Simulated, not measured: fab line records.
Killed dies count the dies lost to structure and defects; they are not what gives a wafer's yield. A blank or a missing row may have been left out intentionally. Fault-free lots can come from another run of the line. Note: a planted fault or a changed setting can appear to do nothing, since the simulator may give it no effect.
fab line records    flow nand_harc
record lots=5  wafers=15  last_day=32
route steps=1302 shown P_M0@262 END@1302
lots that met no fault: from a run of the same line without faults
start_h: hours from the record's first day to the start of the lot's first wafer shown    wait_h: hours since the lot's step before    " same as the row above    L1.1+2: a single row standing in for several wafers    - no value present, or no start provided    * or withheld: withheld    < > ~ a bound
route shown NAME@n: a module of which the file shows steps, and the number in the route of the first    usual: mean/standard deviation of fault-free wafers    same: alike in all rows    chamber/n: place in a boat    sites: readings site by site    _std_site: their standard deviation    _edge_site: outer sites' mean less inner sites'    radius_mm: for every site, how far away it sits from the centre of the wafer    mask NAME#n: copy n    behind: the most recent tool/chamber to have shaped the wafer    hold: why the lot went on hold/how many hours it stayed there/how the hold came to an end    device: the transistor (n, p or np) that didn't switch    end of line: the same wafers' tests at the end of the route    a step with no rows: only its recipe    killed: not the wafer's yield, but the dies lost to structure and defects at the first sort    map: the dies of a wafer, with x for killed, . for not killed, _ for no die there
set.NAME: the setting as run; set.NAME@STEP: as run at that earlier step    model.NAME: the simulator's own value behind a step, which no gauge read
lots at some steps of the route; a table a step, a row a wafer
services: a tool's chamber out of use, with start hour (start_h, from the record's first day; less than 0 if before it), hours out, and reason
## steps
# step NHARC_P_M0_DEVELOP_08
# recipe develop_time_s=35  dev_temp_c=23
# step NHARC_P_M0_CD_MEAS_09
# recipe target_cd_nm=90  landing_energy_ev=500
# usual cd_nm=90.3/0.7
lot.wafer  tool       chamber  start_h  wait_h  cd_nm
L680.1     cd_sem-02  0        142.97   -       90.0
L680.2     "          0        "        "       88.7
L680.4     "          0        "        "       89.8
L681.2     cd_sem-01  0        155.88   -       91.0
L681.4     "          0        "        "       91.3
L681.6     "          0        "        "       91.5
L688.1     cd_sem-03  0        219.10   -       90.2
L688.3     "          0        "        "       90.8
L688.6     "          0        "        "       89.5
L692.2     cd_sem-02  0        265.19   -       89.4
L692.4     "          0        "        "       90.6
L692.6     "          0        "        "       90.6
L696.1     cd_sem-01  0        311.79   -       89.7
L696.3     "          0        "        "       89.9
L696.4     "          0        "        "       89.9
# step NHARC_P_M0_OVL_MEAS_10
# recipe pitch_nm=180
# usual overlay_x_nm=-0.1/0.85  overlay_y_nm=-0.2/0.99
lot.wafer  tool        chamber  start_h  wait_h  overlay_x_nm  overlay_y_nm
L680.1     overlay-01  -        143.06   -       -0.4          0.1
L680.2     "           -        "        "       -0.3          -0.5
L680.4     "           -        "        "       -0.5          -0.4
L681.2     overlay-01  -        155.97   -       0.2           -1.3
L681.4     "           -        "        "       -0.6          -1.5
L681.6     "           -        "        "       0.2           -1.8
L688.1     overlay-02  -        219.19   -       0.5           0.5
L688.3     "           -        "        "       -0.1          0.2
L688.6     "           -        "        "       0.4           0.7
L692.2     overlay-01  -        265.28   -       -1.5          0.0
L692.4     "           -        "        "       -1.1          -0.4
L692.6     "           -        "        "       -1.1          -0.2
L696.1     overlay-01  -        311.88   -       -1.0          -1.3
L696.3     "           -        "        "       -1.4          -0.9
L696.4     "           -        "        "       -1.6          -1.3
# step NHARC_P_M0_INSPECT_11
# usual raw_defect_count=4.2/2.4
lot.wafer  tool               chamber  start_h  wait_h  raw_defect_count
L680.1     defect_inspect-02  -        143.10   0.0     3
L680.2     "                  -        "        "       4
L680.4     "                  -        "        "       7
L681.2     defect_inspect-02  -        156.01   0.0     3
L681.4     "                  -        "        "       5
L681.6     "                  -        "        "       7
L688.1     defect_inspect-02  -        219.22   0.0     3
L688.3     "                  -        "        "       6
L688.6     "                  -        "        "       9
L692.2     defect_inspect-02  -        265.32   0.0     0
L692.4     "                  -        "        "       1
L692.6     "                  -        "        "       5
L696.1     defect_inspect-02  -        311.91   0.0     8
L696.3     "                  -        "        "       2
L696.4     "                  -        "        "       3
# step NHARC_P_M0_DESCUM_14
# recipe time_s=3  o2_flow_sccm=200  ar_flow_sccm=0  bias_power_w=0  chemistry=O2
# usual drypump_motor_current_A=5.9/0.63  oes_product_au=0.998/0.0094  rf_vpp_V=57.7/0.81  showerhead_plenum_p_Torr=1.88/0.071  throttle_valve_pct=11.311/0.0095
# same time_s=3
lot.wafer  tool         chamber  start_h  wait_h  drypump_motor_current_A  oes_product_au  rf_hours_counter_h  rf_vpp_V  showerhead_plenum_p_Torr  throttle_valve_pct
L680.4     rie_diel-03  3        143.17   0.1     5.9                      1.007           9                   56.9      1.79                      11.320
L680.2     "            0        "        "       6.5                      0.995           8                   58.4      2.01                      11.306
L680.1     "            1        "        "       5.7                      1.008           10                  58.3      1.97                      11.332
L681.2     rie_diel-04  1        156.08   0.1     6.4                      1.008           27                  57.0      1.77                      11.311
L681.4     "            2        "        "       6.4                      0.999           28                  57.8      1.91                      11.300
L681.6     "            0        "        "       4.8                      1.004           -                   57.3      1.85                      11.315
L688.1     rie_diel-03  1        219.28   0.1     5.7                      0.999           36                  58.7      1.96                      11.314
L688.3     "            0        "        "       6.5                      1.009           33                  57.8      2.00                      11.315
L688.6     "            1        "        "       5.7                      1.007           -                   59.7      1.96                      11.324
L692.4     rie_diel-04  1        265.39   0.1     6.5                      0.980           13                  55.7      1.77                      11.300
L692.2     "            3        "        "       6.5                      0.982           15                  57.4      1.88                      11.312
L692.6     "            1        "        "       6.5                      0.983           -                   57.8      1.77                      11.298
L696.4     rie_diel-03  1        311.98   0.1     5.7                      1.006           5                   57.3      1.95                      11.299
L696.3     "            2        "        "       5.0                      1.010           6                   57.2      1.93                      11.301
L696.1     "            3        "        "       5.9                      1.006           4                   57.4      1.78                      11.324
# step NHARC_P_M0_ETCH_34
# recipe target_depth_a=400  overetch_a=120  time_s=43.94  ion_energy_ev=200  n2_flow_sccm=150  h2_flow_sccm=150  ar_flow_sccm=0  rf_w=400  bias_w=150  chemistry=N2/H2
# usual bias_w=150.0/0.46  drypump_motor_current_A=5.9/0.62  oes_product_au=0.997/0.0096  rf_vpp_V=429.5/2.2  showerhead_plenum_p_Torr=2.00/0.078  throttle_valve_pct=14.172/0.0085
# same time_s=43.94
lot.wafer  tool         chamber  start_h  wait_h  bias_w  drypump_motor_current_A  oes_product_au  rf_hours_counter_h  rf_vpp_V  showerhead_plenum_p_Torr  throttle_valve_pct
L680.2     rie_diel-03  3        143.24   0.1     150.2   5.9                      1.011           9                   426.8     1.91                      14.164
L680.1     "            0        "        "       149.8   6.6                      0.999           8                   432.9     2.14                      14.167
L680.4     "            1        "        "       150.9   5.7                      1.006           10                  432.2     2.11                      14.169
L681.4     rie_diel-04  0        156.16   0.1     149.9   4.8                      1.002           24                  428.5     1.98                      14.172
L681.2     "            2        "        "       150.2   6.4                      1.000           28                  428.6     2.04                      14.184
L681.6     "            0        "        "       149.1   4.8                      1.001           -                   428.9     1.98                      14.177
L688.3     rie_diel-03  1        219.39   0.1     149.7   5.7                      1.001           36                  432.6     2.10                      14.174
L688.1     "            0        "        "       150.4   6.5                      1.012           33                  431.8     2.14                      14.178
L688.6     "            0        "        "       149.7   6.5                      1.001           -                   432.2     2.14                      14.169
L692.2     rie_diel-04  2        265.47   0.1     149.6   6.4                      1.005           14                  430.2     2.03                      14.173
L692.4     "            3        "        "       150.9   6.5                      0.992           15                  429.5     2.01                      14.172
L692.6     "            2        "        "       150.2   6.4                      1.002           -                   429.6     2.03                      14.170
L696.4     rie_diel-03  3        312.06   0.1     149.3   5.9                      0.990           4                   427.2     1.89                      14.164
L696.3     "            1        "        "       150.2   5.7                      0.998           5                   433.3     2.09                      14.179
L696.1     "            2        "        "       150.0   4.9                      1.000           6                   430.2     2.06                      14.165
# step NHARC_P_M0_ETCH_15
# recipe target_depth_a=1500  overetch_a=150  time_s=82.5  c4f8_flow_sccm=withheld  ar_flow_sccm=400  rf_w=600  bias_w=300  chemistry=C4F8/Ar
# step NHARC_P_M0_CD_MEAS_16
# usual cd_nm=90.4/0.86
lot.wafer  tool       chamber  start_h  wait_h  cd_nm
L680.1     cd_sem-01  -        143.46   -       90.1
L680.2     "          -        "        "       89.3
L680.4     "          -        "        "       89.8
L681.2     cd_sem-03  -        156.37   -       90.9
L681.4     "          -        "        "       91.4
L681.6     "          -        "        "       92.4
L688.1     cd_sem-02  -        219.63   -       91.3
L688.3     "          -        "        "       91.4
L688.6     "          -        "        "       90.4
L692.2     cd_sem-03  -        265.68   -       89.3
L692.4     "          -        "        "       90.6
L692.6     "          -        "        "       91.1
L696.1     cd_sem-03  -        312.27   -       89.5
L696.3     "          -        "        "       89.7
L696.4     "          -        "        "       90.2
# step NHARC_P_M0_STRIP_18
# recipe power_w=1000  n2_flow_sccm=150  h2_flow_sccm=150  ar_flow_sccm=0  bias_w=0  chemistry=N2/H2
# usual drypump_motor_current_A=5.9/0.59  oes_product_au=0.996/0.009  power_w=1000/3  rf_vpp_V=90.4/0.95  showerhead_plenum_p_Torr=2.01/0.079  throttle_valve_pct=14.171/0.01
# same bias_w=0
lot.wafer  tool         chamber  start_h  wait_h  drypump_motor_current_A  oes_product_au  power_w  rf_hours_counter_h  rf_vpp_V  showerhead_plenum_p_Torr  throttle_valve_pct
L680.1     rie_diel-04  0        143.56   0.1     4.8                      1.001           1001     23                  89.3      1.98                      14.176
L680.2     "            1        "        "       6.5                      1.001           1003     25                  91.6      1.89                      14.171
L680.4     "            2        "        "       6.4                      1.001           1000     26                  91.3      2.04                      14.173
L681.4     rie_diel-05  3        156.55   0.2     5.7                      1.002           997      31                  90.4      2.13                      14.182
L681.2     "            2        "        "       5.4                      1.002           1002     32                  91.1      2.06                      14.177
L681.6     "            0        "        "       5.7                      0.999           1000     -                   91.1      2.05                      14.160
L688.3     rie_diel-04  0        219.70   0.1     4.8                      0.998           998      7                   90.7      1.97                      14.160
L688.1     "            2        "        "       6.4                      1.006           997      7                   90.0      2.04                      14.162
L688.6     "            1        "        "       6.4                      0.988           1001     -                   89.7      1.88                      14.160
L692.2     rie_diel-04  2        265.75   0.1     6.4                      1.001           994      14                  90.1      2.03                      14.179
L692.4     "            3        "        "       6.5                      0.994           1002     15                  90.2      2.01                      14.193
L692.6     "            2        "        "       6.4                      0.989           995      -                   90.6      2.03                      14.174
L696.1     rie_diel-03  2        312.37   0.1     4.9                      1.003           995      6                   90.6      2.06                      14.168
L696.4     "            3        "        "       5.9                      1.000           999      4                   89.5      1.89                      14.179
L696.3     "            0        "        "       6.5                      1.007           995      4                   89.7      2.13                      14.171
# step NHARC_P_M0_STRIP_19
# recipe time_s=600  temp_c=30  chemistry=post_etch_residue_remover
# step NHARC_P_M0_DEGAS_28
# recipe temp_c=250  time_s=60
# usual heater_power_w=330/22
# same time_s=60
lot.wafer  tool            chamber  start_h  wait_h  heater_power_w
L680.2     pvd_sputter-01  -        144.07   -       329
L680.1     "               -        "        "       332
L680.4     "               -        "        "       319
L681.2     pvd_sputter-03  -        157.10   -       350
L681.4     "               -        "        "       279
L681.6     "               -        "        "       362
L688.3     pvd_sputter-03  -        220.26   -       320
L688.1     "               -        "        "       293
L688.6     "               -        "        "       326
L692.2     pvd_sputter-01  -        266.31   -       330
L692.4     "               -        "        "       312
L692.6     "               -        "        "       311
L696.4     pvd_sputter-02  -        312.89   -       353
L696.3     "               -        "        "       326
L696.1     "               -        "        "       330
# step NHARC_P_M0_PRE_CLEAN_29
# recipe time_s=30  temp_c=280  gas=H2/He
# usual heater_power_w=406/26
# same time_s=30
lot.wafer  tool            chamber  start_h  wait_h  heater_power_w
L680.4     pvd_sputter-01  -        -        -       382
L680.1     "               -        "        "       420
L680.2     "               -        "        "       392
L681.2     pvd_sputter-03  -        -        -       406
L681.4     "               -        "        "       343
L681.6     "               -        "        "       409
L688.1     pvd_sputter-03  -        -        -       394
L688.3     "               -        "        "       443
L688.6     "               -        "        "       403
L692.4     pvd_sputter-01  -        -        -       387
L692.2     "               -        "        "       411
L692.6     "               -        "        "       392
L696.1     pvd_sputter-02  -        -        -       395
L696.3     "               -        "        "       455
L696.4     "               -        "        "       440
# step NHARC_P_M0_PVD_20
# recipe target_thk_a=50  bias_v=168.6  power_w=15000  chamber_pressure_pa=0.12  time_s=8.06  substrate_temp_c=50  material=TaN
# usual substrate_temp_c=50.00/0.11  throttle_valve_pct=29.9/0.89  time_s=8.06/0
lot.wafer  tool            chamber  start_h  wait_h  substrate_temp_c  throttle_valve_pct  time_s
L680.2     pvd_sputter-01  -        144.19   -       50.06             30.9                8.06
L680.4     "               -        "        "       49.95             29.2                8.06
L680.1     "               -        "        "       50.15             30.4                8.06
L681.2     pvd_sputter-03  -        157.20   -       50.02             29.6                8.06
L681.4     "               -        "        "       50.13             30.2                8.06
L681.6     "               -        "        "       49.90             29.6                8.06
L688.1     pvd_sputter-03  -        220.36   -       50.08             29.3                2.5662
L688.3     "               -        "        "       49.81             30.8                8.06
L688.6     "               -        "        "       49.83             28.8                8.06
L692.4     pvd_sputter-01  -        266.41   -       49.93             29.9                8.06
L692.2     "               -        "        "       49.94             30.1                8.06
L692.6     "               -        "        "       49.71             31.4                8.06
L696.3     pvd_sputter-02  -        313.00   -       49.96             29.5                8.06
L696.1     "               -        "        "       49.83             31.0                8.06
L696.4     "               -        "        "       50.02             29.5                8.06
# step NHARC_P_M0_PVD_21
# recipe target_thk_a=300  chamber_pressure_pa=5  power_w=5000  substrate_temp_c=30  time_s=20.49  material=Cu
# step NHARC_END_SORT_01
# recipe temp_c=25
# usual defect_limited_yield=89.8/2.9  killed_at_array=65/19  killed_at_other=0.9/1.1  killed_at_periphery=3.5/2.3  killed_dies=69/19  killed_open=3.2/1.8  killed_short=2.4/1.5
# same gross_dies=677
lot.wafer  tool       chamber  start_h  wait_h  defect_limited_yield[%]  killed_at_array  killed_at_other  killed_at_periphery  killed_dies  killed_open  killed_short
L680.1     prober-01  0        587.54   2.5     91.4                     58               0                0                    58           3            2
L680.2     prober-01  0        588.34   2.8     90.7                     61               1                1                    63           5            2
L680.4     prober-01  0        589.94   3.4     89.7                     63               1                6                    70           6            4
L688.1     prober-02  0        683.87   2.5     0.9                      74               0                597                  671          3            1
L688.3     prober-02  0        685.46   3.1     87.9                     79               1                2                    82           1            1
# killed by level:class
L680.1 A_CHANNEL_HOLE_D1:chamber_film_flake=33 A_CHANNEL_HOLE_D2:chamber_film_flake=10 A_CONTACT:chamber_film_flake=6 A_STAIRCASE:chamber_film_flake=2 A_ONON_D1:geometric_particle:short=1 A_CHANNEL_FILL_D1:geometric_particle:open=1 A_DECK1_JOINT:geometric_particle:open=1 A_CHANNEL_HOLE_D2:geometric_particle:short=1
L680.2 A_CHANNEL_HOLE_D1:chamber_film_flake=33 A_CHANNEL_HOLE_D2:chamber_film_flake=12 A_CONTACT:chamber_film_flake=4 A_ONON_D2:geometric_particle:open=2 A_DECK1_JOINT:chamber_film_flake=2 A_CHANNEL_FILL_D1:geometric_particle:short=1 A_WL_FILL:geometric_particle:open=1 A_CONTACT:geometric_particle:short=1
L680.4 A_CHANNEL_HOLE_D1:chamber_film_flake=40 A_CHANNEL_HOLE_D2:chamber_film_flake=8 A_DECK1_JOINT:geometric_particle:open=3 P_STI:chamber_film_flake=3 A_CONTACT:chamber_film_flake=3 A_CHANNEL_FILL_D2:geometric_particle:short=2 P_CONTACT:chamber_film_flake=2 P_CONTACT:geometric_particle:open=1
L688.1 P_M0:area_pvd=593 A_SLIT:chamber_film_flake=31 A_CHANNEL_HOLE_D1:chamber_film_flake=29 A_STAIRCASE:chamber_film_flake=5 A_WL_FILL:chamber_film_flake=3 P_STI:chamber_film_flake=2 A_SGD_CUT:chamber_film_flake=2 P_M0:geometric_particle:open=1
L688.3 A_CHANNEL_HOLE_D1:chamber_film_flake=36 A_SLIT:chamber_film_flake=30 A_SGD_CUT:chamber_film_flake=5 A_STAIRCASE:chamber_film_flake=3 A_WL_FILL:chamber_film_flake=2 P_CONTACT:geometric_particle:open=1 A_BLC:geometric_particle:short=1 P_ZERO_WELL:chamber_film_flake=1
# map L688.1 (x killed, . not)
____________x____________
_________xxxxxxx_________
_______xxxxxxxxxxx_______
______xxxxxxxxxxxxx______
_____xxxxxxx.xxxxxxx_____
____xxxxxxxxxxxxxxxxx____
____xxxxxxxxxxxxxxxxx____
___xxxxxxxxxxx.xxxxxxx___
___xxxxxxxxxxxxxxxxxxx___
__xxxxxxxxxxxxxxxxxxxxx__
__xxxxxxxxxxxxxxxxxxxxx__
_xxxxxxxxxxxxxxxxxxxxxxx_
_xxxxxxxxxxxxxxxxxxxxxxx_
_xxxxxxxxxxxxxx.xxxxxxxx_
_xxxxxxxxxxxxxxxxxxxxxxx_
_xxxxxxxxxxxxxxxxxxxxxxx_
xxxxxxxxxxxx.xxxxxxxxxxxx
xxxxxxxxxxxxxxxxxxxxxxxxx
xxxxxxxxxxxxxxxxxxxxxxxxx
xxxxxxxxxxxxxxxxxxxxxxxxx
xxxxxxxxxxxxxxxxxxxxxxxxx
_xxxxxxxxxxxxxxxxxxxxxxx_
_xxxxxxxxxxxxxxxxxxxxxxx_
_xxxxxxxxxxxxxxxxxxxxxxx_
_xxxxxxxxxxxxxxxxxxxxxxx_
_xxxxxxxxxxxxxxxxxxxxxxx_
__xxxxxxxxxxxxxxxxxx.xx__
__xxxxxxxxxxxxxxxxxxxxx__
___xxxxxxxxxxxxxxxxxxx___
___xxxxxxxxxxxxxxxxxxx___
____xxxxxxxxxxxxxxxxx____
____xxxxxxxxxxxxxxxxx____
_____xxxxxxxxxxxxxxx_____
______xxxxxxxxxxxxx______
_______xxxxxx.xxxx_______
_________xxxxxxx_________
____________x____________
# map L681.6 (x killed, . not)
____________.____________
_________......._________
_______..........._______
______.............______
_____...........x..._____
____........x........____
____......x..x.......____
___....x..............___
___...................___
__.....................__
__.....................__
_.............x........._
_........x.....x........_
_....x....x.......x....._
_..........x..........x._
_.........x.xx.x..xx...._
............x...x.x......
...........x.x..xxxxx....
.............x.x.xxxx....
...............x.x..x....
...............x..xx..x..
_.................xx...._
_..................x...._
_................x......_
_..................x...._
_..................x...._
__.....................__
__.....................__
___.x.................___
___..................x___
____.................____
____........x........____
_____..............._____
______....x.x......______
_______..........._______
_________......._________
____________.____________
## services
tool            chamber  start_h  hours  kind
rie_diel-04     0        132.44   -      clean
rie_diel-04     1        132.44   -      clean
rie_diel-04     2        132.44   -      clean
rie_diel-04     3        132.44   -      clean
pvd_sputter-03  -        135.98   6.1    repair
rie_diel-03     0        139.80   -      clean
rie_diel-03     1        139.80   -      clean
rie_diel-03     2        139.80   -      clean
rie_diel-03     3        139.80   -      clean
rie_diel-04     0        157.03   -      clean
rie_diel-04     1        157.03   -      clean
rie_diel-04     2        157.03   -      clean
rie_diel-04     3        157.03   -      clean
rie_diel-03     0        164.30   -      clean
rie_diel-04     -        177.90   9.0    pm
rie_diel-05     2        179.32   6.6    repair
rie_diel-05     -        180.99   0.5    repair
pvd_sputter-03  -        204.12   4.1    repair
rie_diel-03     2        213.34   8.4    repair
pvd_sputter-02  -        225.95   10.9   repair
pvd_sputter-01  -        226.08   10.0   pm
rie_diel-05     -        230.04   9.0    pm
rie_diel-03     -        282.15   0.4    repair
pvd_sputter-02  -        282.45   10.0   pm
## key
first_sign step=NHARC_P_M0_PVD_20  reading=time_s  direction=down  sigmas=99+  usual=*  struck=*
effect step=NHARC_END_SORT_01  reading=killed_at_periphery  direction=up  sigmas=99+  usual=3.5  struck=597
more_kills_born_at NHARC_P_M0_PVD_20@pvd_sputter-03=593
met_at NHARC_P_M0_PVD_20
struck_wafers L688.1
later_rows_left_out L688.1
onset_between 157.20 220.36
fault kind=process_parameter_drift  tool=pvd_sputter-03  chamber=-  onset_h=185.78  steps=NHARC_P_M0_PVD_20  channel=time_s  offset=*  shape=step  end_h=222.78  scope=struck_wafers_only  acts_in=*  stated=*
# later_rows_left_out: the simulator's readings of these wafers behind a module that went badly wrong aren't trusted and aren't shown, but for the sort
